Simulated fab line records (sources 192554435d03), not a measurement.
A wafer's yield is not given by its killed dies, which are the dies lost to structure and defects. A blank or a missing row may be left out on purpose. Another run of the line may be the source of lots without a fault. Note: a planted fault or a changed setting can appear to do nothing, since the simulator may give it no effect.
A lot that was struck, set against a sound lot | flow n5-finfet | 19 steps out of a route of 1938
Sound: wafers L667.1, L667.2, L667.3. Wafers struck: L675.2, L675.5, L675.6. At the end, the cause is stated.
For every step that has rows: the tool of each side, followed by ch and its chambers, followed by its first start. Under that, the readings that differ: sound wafers | struck wafers | difference of the means | sigmas: that difference in standard deviations of wafers without a fault.
alike: same words and numbers on both sides, and readings whose means sit less than 2 such deviations apart. not compared: any withheld reading, any reading some wafer has no value for, any bound like >300 that may hide the same value, and any number with overlapping values for which the record gives no deviation.
A row with sigmas, a row that says differs or no value, or rows on one side alone: a step with any of these is where the two part. When numbers do not overlap yet have no deviation, they are printed without sigmas and do not part them. A reading that every wafer of one side lacks parts them only if that side has two wafers or more.

first, 9 steps without rows for these wafers: N5_BEOL_M13_DESCUM_15 (chemistry O2, time 7.9 s); N5_BEOL_M13_ETCH_59 (etches BARC in N2/H2, target depth 89 nm, overetch 26.7 nm, time 67.9 s); N5_BEOL_M13_VIA_ETCH_16 (etches SiOC in C4F8/O2/Ar, target depth 921.7 nm); N5_BEOL_M13_STRIP_63 (strips in N2/H2); N5_BEOL_M13_STRIP_64 (strips in N2/H2); N5_BEOL_M13_STRIP_71 (strips in post etch residue remover, time 60 s); N5_BEOL_M13_SRD_72 (time 30 s, dry time 30 s); N5_BEOL_M13_COAT_65 (time 60 s, resist thk 350 nm); N5_BEOL_M13_COAT_66 (time 60 s, resist thk 110 nm).
N5_BEOL_M13_COAT_22: resist thk 300 nm.
  sound on litho-track-03 ch 0, day 12 11:22; struck on litho-track-03 ch 0, day 14 04:17
  reading                                    | sound                | struck               | difference | sigmas
  spin-speed-rpm (rpm)                       | 2885.1 2889.4 2885.4 | 3293.9 3299.4 3295.0 | +409.5     | +99 or more
  model.coat_of_BEOL_M13_COAT_22.thk-nm (nm) | 300.4 299.8 299.8    | 280.4 281.2 280.6    | -19.3      |
then, 7 steps without rows for these wafers: N5_BEOL_M13_EBR_24; N5_BEOL_M13_SOFTBAKE_23 (time 60 s); N5_BEOL_M13_EXPOSE_25 (exposes mask M13, target cd 210 nm); N5_BEOL_M13_PEB_26 (peb time 90 s); N5_BEOL_M13_DEVELOP_27 (develop time 45 s); N5_BEOL_M13_HARDBAKE_32 (time 120 s); N5_BEOL_M13_DESCUM_33 (chemistry O2, time 7.9 s).
N5_BEOL_M13_ETCH_67: etches SiARC in CF4, target depth 143 nm, time 238.3 s.
  sound on rie-diel-03 ch 0,1,3, day 12 11:53; struck on rie-diel-05 ch 1,2, day 14 04:49
  reading                                    | sound             | struck            | difference | sigmas
  model.coat_of_BEOL_M13_COAT_22.thk-nm (nm) | 211.8 211.2 211.4 | 191.8 192.6 191.8 | -19.4      |
  alike: cf4-flow-sccm, drypump-motor-current-A, etch-rf-on-time-s, oes-product-au, rf-fwd-power-W, rf-vpp-V, showerhead-plenum-p-Torr, throttle-valve-pct
  not compared: rf-hours-counter-h
then, 1 step without rows for these wafers: N5_BEOL_M13_ETCH_68 (etches SOC in N2/H2, time 355 s).

== WHERE THEY PART ==
Only at N5_BEOL_M13_COAT_22, as far as this record shows. Later steps at which nothing parts them and some readings are alike: N5_BEOL_M13_ETCH_67.

WHY: what the simulator had put in
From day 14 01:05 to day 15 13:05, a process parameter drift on litho-track-03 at N5_BEOL_M13_COAT_22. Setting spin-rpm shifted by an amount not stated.
